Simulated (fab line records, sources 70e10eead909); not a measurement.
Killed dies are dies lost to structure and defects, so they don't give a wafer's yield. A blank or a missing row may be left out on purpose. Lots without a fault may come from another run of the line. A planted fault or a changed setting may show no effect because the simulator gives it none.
fab line records | flow nand_harc
record lots=5 wafers=15 last_day=25
route steps=1159 shown A_WL_FILL@817 END@1159
lots that met no fault: from a run of the same line without faults
start_h: hours from the record's first day to the start of the lot's first wafer shown | wait_h: hours since the lot's step before | " the same as in the row above | L1.1+2: a row that stands for several wafers | - no value, or no start given | * or withheld: withheld | < > ~ a bound
route shown NAME@n: a module of which the file shows steps, and the number in the route of the first | usual: mean/standard deviation of fault-free wafers | same: alike in all rows | chamber/n: place in a boat | sites: the reading at each site | _std_site: their standard deviation | _edge_site: outer sites' mean less inner sites' | radius_mm: how far each site lies from the wafer's centre | mask NAME#n: copy n | behind: the tool/chamber that last shaped the wafer | hold: why the lot was held/for how many hours/how that ended | device: the transistor (n, p or np) that didn't switch | end of line: the same wafers' tests at the end of the route | a step without rows: its recipe alone | killed: dies lost to structure and defects at the first sort, not the wafer's yield | map: a wafer's dies, x killed, . not, _ none there
set.NAME: the setting as run; set.NAME@STEP: as run at that earlier step | model.NAME: the simulator's own value behind a step, which no gauge read
lots at some steps of the route; a table a step, a row a wafer
services: from which hour (start_h, from the record's first day; less than 0 if before it) a tool's chamber was out of use, for how many hours, and why
## steps
# step NHARC_A_WL_FILL_STRIP_28
# recipe time_s=1200 temp_c=72.5 chemistry=post_etch_residue_remover
# step NHARC_A_WL_FILL_PRECLEAN_06
# recipe time_s=300 chemistry=DIW
# step NHARC_A_WL_FILL_SRD_07
# step NHARC_A_WL_FILL_ANNEAL_08
# recipe temp_c=450 time_s=1800
# step NHARC_A_WL_FILL_ALD_10
# recipe target_thk_a=500 pulse_time_s=10 ald_cycles=500 temp_c=300 material=SiO2
# usual heater_power_w=485/37 precursor_pulse_height_rel=1.001/0.019 susceptor_temp_C=300.00/0.19
# columns lot.wafer tool chamber start_h wait_h heater_power_w precursor_pulse_height_rel since_wet_clean_h susceptor_temp_C
L232.3 ald_hk-04 2 404.83 0.1 441 1.016 24 299.87
L232.4 " 3 " " 461 1.012 24 299.70
L232.2 " 0 " " 496 1.016 25 299.68
L239.1 ald_hk-01 3 450.04 0.1 449 1.016 33 299.92
L239.2 " 0 " " 553 1.013 34 300.14
L239.5 " 3 452.12 2.1 453 1.023 - 299.97
L244.1 ald_hk-03 1 458.54 1.1 482 0.986 127 300.02
L244.4 " 2 " " 533 1.005 127 299.63
L244.5 " 3 " " 532 0.985 - 300.02
L242.1 ald_hk-04 2 461.68 1.1 439 0.992 81 300.17
L242.4 " 3 " " 474 1.003 81 300.20
L242.5 " 0 " " 487 0.986 - 300.21
L246.1 ald_hk-01 2 499.11 1.1 509 0.999 82 300.03
L246.4 " 0 501.16 3.1 562 1.014 84 299.93
L246.5 " 2 503.21 5.2 497 0.975 - 299.96
# step NHARC_A_WL_FILL_ETCHBACK_16
# recipe target_depth_a=880 time_s=17.6 c4f8_flow_sccm=withheld o2_flow_sccm=8 ar_flow_sccm=withheld rf_w=600 bias_w=800 chemistry=C4F8/O2/Ar
# usual oes_product_au=0.984/0.027 rf_vpp_V=723/4.5
# columns lot.wafer tool chamber start_h wait_h oes_product_au rf_hours_counter_h rf_vpp_V
L232.3 rie_diel-03 2 - - 1.003 0.2 727
L232.4 " 3 " " 0.992 0.2 718
L232.2 " 0 " " 1.002 0.3 726
L239.1 rie_diel-03 2 - - 1.000 1.3 729
L239.2 " 3 " " 0.979 1.5 717
L239.5 " 1 " " 0.986 - 716
L244.1 rie_diel-03 0 - - 0.989 1.8 725
L244.5 " 1 " " 0.992 - 717
L244.4 " 3 " " 0.992 - 717
L242.1 rie_diel-07 3 - - 0.922 2.4 727
L242.4 " 2 " " 0.926 2.4 728
L242.5 " 0 " " 0.912 - 725
L246.1 rie_diel-11 3 - - 0.999 9.6 726
L246.5 " 3 " " 0.994 - 727
L246.4 " 2 " " 0.979 - 724
# step NHARC_A_WL_FILL_STRIP_29
# recipe time_s=20 o2_flow_sccm=500 ar_flow_sccm=0 bias_w=0 chemistry=O2
# usual drypump_motor_current_A=5.7/0.38 oes_product_au=0.998/0.0083 rf_vpp_V=57.8/1 showerhead_plenum_p_Torr=3.52/0.15 throttle_valve_pct=17.036/0.0092
# columns lot.wafer tool chamber start_h wait_h drypump_motor_current_A oes_product_au rf_hours_counter_h rf_vpp_V showerhead_plenum_p_Torr throttle_valve_pct
L232.2 rie_diel-03 0 409.57 0.1 5.3 1.006 0.3 56.8 3.60 17.046
L232.4 " 1 " " 6.2 0.998 0.2 56.6 3.31 17.044
L232.3 " 2 " " 5.8 0.998 0.2 57.5 3.68 17.025
L239.2 rie_diel-03 1 454.81 0.1 6.2 1.005 1.4 55.9 3.30 17.035
L239.1 " 0 " " 5.3 0.999 1.6 57.6 3.60 17.023
L239.5 " 1 " " 6.2 0.995 - 57.7 3.30 17.043
L244.1 rie_diel-03 0 462.26 0.1 5.3 0.994 1.8 58.6 3.60 17.043
L244.4 " 1 " " 6.2 0.994 - 57.0 3.31 17.039
L244.5 " 3 " " 5.4 0.984 - 58.4 3.33 17.053
L242.1 rie_diel-07 0 465.38 0.1 6.0 0.982 2.3 58.5 3.61 17.049
L242.4 " 1 " " 4.9 0.989 2.3 57.3 3.39 17.035
L242.5 " 0 " " 6.0 0.992 - 56.6 3.61 17.035
L246.1 rie_diel-11 3 505.90 0.1 5.9 0.985 9.6 57.8 3.68 17.029
L246.5 " 2 " " 5.6 0.993 - 57.0 3.54 17.031
L246.4 " 0 " " 5.9 0.988 - 58.3 3.30 17.050
# step NHARC_A_WL_FILL_ETCHBACK_17
# recipe target_depth_a=40 time_s=26.7 chemistry=Cl2/BCl3
# usual drypump_motor_current_A=5.7/0.41 oes_product_au=1.007/0.0075
# columns lot.wafer tool chamber start_h wait_h drypump_motor_current_A oes_product_au rf_hours_counter_h
L232.2 rie_metal-02 1 409.68 - 5.7 1.004 0.2
L232.3 " 0 " " 6.2 1.006 -
L232.4 " 1 " " 5.7 0.999 -
L239.2 rie_metal-02 0 454.90 - 6.2 1.011 1.9
L239.1 " 1 " " 5.7 1.008 1.9
L239.5 " 0 " " 6.2 1.011 -
L244.1 rie_metal-01 1 462.37 - 5.5 1.017 3.2
L244.4 " 1 " " 5.5 1.009 -
L244.5 " 0 " " 5.3 1.016 -
L242.1 rie_metal-02 1 465.46 - 5.7 1.010 2.5
L242.4 " 1 " " 5.7 1.004 -
L242.5 " 0 " " 6.2 1.013 -
L246.1 rie_metal-03 1 506.01 - 6.5 1.022 1.2
L246.4 " 0 " " 5.7 1.004 -
L246.5 " 0 " " 5.7 1.002 -
# step NHARC_A_WL_FILL_PRECLEAN_18
# recipe time_s=30 chemistry=dHF
# step NHARC_A_WL_FILL_SRD_21
# step NHARC_A_WL_FILL_CVD_23
# recipe target_thk_a=400 temp_c=620 pressure_mtorr=200 time_s=800 material=poly-Si
# step NHARC_A_WL_FILL_ETCHBACK_26
# recipe target_depth_a=520 time_s=13.3 hbr_flow_sccm=150 rf_w=350 icp_w=350 bias_w=60 chemistry=HBr
# usual drypump_motor_current_A=5.88/0.27 oes_product_au=1.001/0.0071 throttle_valve_pct=23.267/0.01
# columns lot.wafer tool chamber start_h wait_h drypump_motor_current_A oes_product_au rf_hours_counter_h throttle_valve_pct
L232.3 rie_si-05 3 414.71 0.4 5.79 0.817 1.4 23.273
L232.4 " 0 " " 6.15 1.000 1.1 23.273
L232.2 " 2 " " 6.41 0.998 1.2 23.285
L239.2 rie_si-06 1 460.28 0.4 5.65 1.010 0.7 23.268
L239.1 " 3 " " 6.16 1.012 0.4 23.263
L239.5 " 1 " " 5.67 1.012 - 23.263
L244.1 rie_si-02 2 467.36 0.4 5.90 0.993 0.5 23.282
L244.4 " 0 " " 6.01 0.996 0.6 23.260
L244.5 " 2 " " 5.91 1.006 - 23.270
L242.1 rie_si-02 0 470.89 0.4 6.02 0.999 0.7 23.296
L242.4 " 1 " " 5.84 0.999 0.6 23.256
L242.5 " 3 " " 5.56 1.003 - 23.275
L246.4 rie_si-05 0 511.37 0.4 6.18 1.004 0.7 23.267
L246.1 " 2 " " 6.42 1.001 0.5 23.254
L246.5 " 0 " " 6.17 0.997 - 23.270
# step NHARC_A_WL_FILL_PRECLEAN_30
# recipe time_s=10 chemistry=dHF
# step NHARC_END_SORT_01
# recipe temp_c=25
# usual killed_at_array=28/10 killed_at_other=0.6/0.85 killed_at_periphery=3.3/2.3 killed_dies=32/11 killed_open=3.3/1.5 killed_short=2.1/1.4
# same gross_dies=677
# columns lot.wafer tool chamber start_h wait_h killed_at_array killed_at_other killed_at_periphery killed_dies killed_open killed_short
L232.3 prober-02 0 499.01 3.1 27 1 2 30 3 4
# killed by level:class
L232.3 A_CHANNEL_HOLE_D1:chamber_film_flake=11 A_WL_FILL:chamber_film_flake=5 A_CONTACT:chamber_film_flake=3 A_STAIRCASE:chamber_film_flake=2 P_CONTACT:geometric_particle:open=1 P_BONDPAD:geometric_particle:open=1 A_ONON_D1:geometric_particle:short=1 A_SGD_CUT:geometric_particle:short=1
## services
# columns tool chamber start_h hours kind
rie_diel-03 2 381.54 4.2 repair
rie_diel-11 2 383.68 9.5 repair
rie_si-02 3 384.79 7.2 repair
rie_metal-02 - 388.00 9.0 pm
rie_si-02 - 388.00 9.0 pm
rie_diel-03 - 392.30 9.0 pm
rie_diel-03 0 392.30 9.0 vent_cycle
rie_diel-03 1 392.30 9.0 vent_cycle
rie_diel-07 - 405.20 9.0 pm
rie_si-05 - 416.00 9.0 pm
rie_diel-03 - 416.13 0.2 repair
rie_diel-11 0 418.15 8.5 repair
rie_si-06 - 428.14 0.4 repair
rie_si-05 3 430.91 6.4 repair
rie_diel-11 0 450.68 25.0 repair
rie_metal-03 - 453.13 9.0 pm
rie_diel-03 2 459.77 7.3 repair
rie_diel-03 1 471.18 3.0 repair
rie_si-06 3 480.88 2.3 repair
rie_diel-11 1 497.82 10.7 repair
ald_hk-03 - 501.65 10.0 pm
rie_si-06 3 503.24 13.9 repair
rie_metal-01 - 509.00 9.0 pm
rie_metal-02 - 509.54 0.4 repair
## key
first_sign step=NHARC_A_WL_FILL_ETCHBACK_26 reading=oes_product_au direction=down sigmas=26 usual=1.001 struck=0.817
effect none on later readings
met_at NHARC_A_WL_FILL_ETCHBACK_26
struck_wafers L232.3
tester_left_out L232
fault kind=process_parameter_drift tool=rie_si-05 chamber=3 onset_h=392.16 steps=NHARC_A_WL_FILL_ETCHBACK_26 channel=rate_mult offset=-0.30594 shape=step end_h=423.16
# tester_left_out: of these lots the tester's yield and bins aren't shown, on N5 and GAA mostly nor the transistor test; their killed dies are dies lost to structure and defects alone, not to doping, threshold or leakage, so they don't give the yield
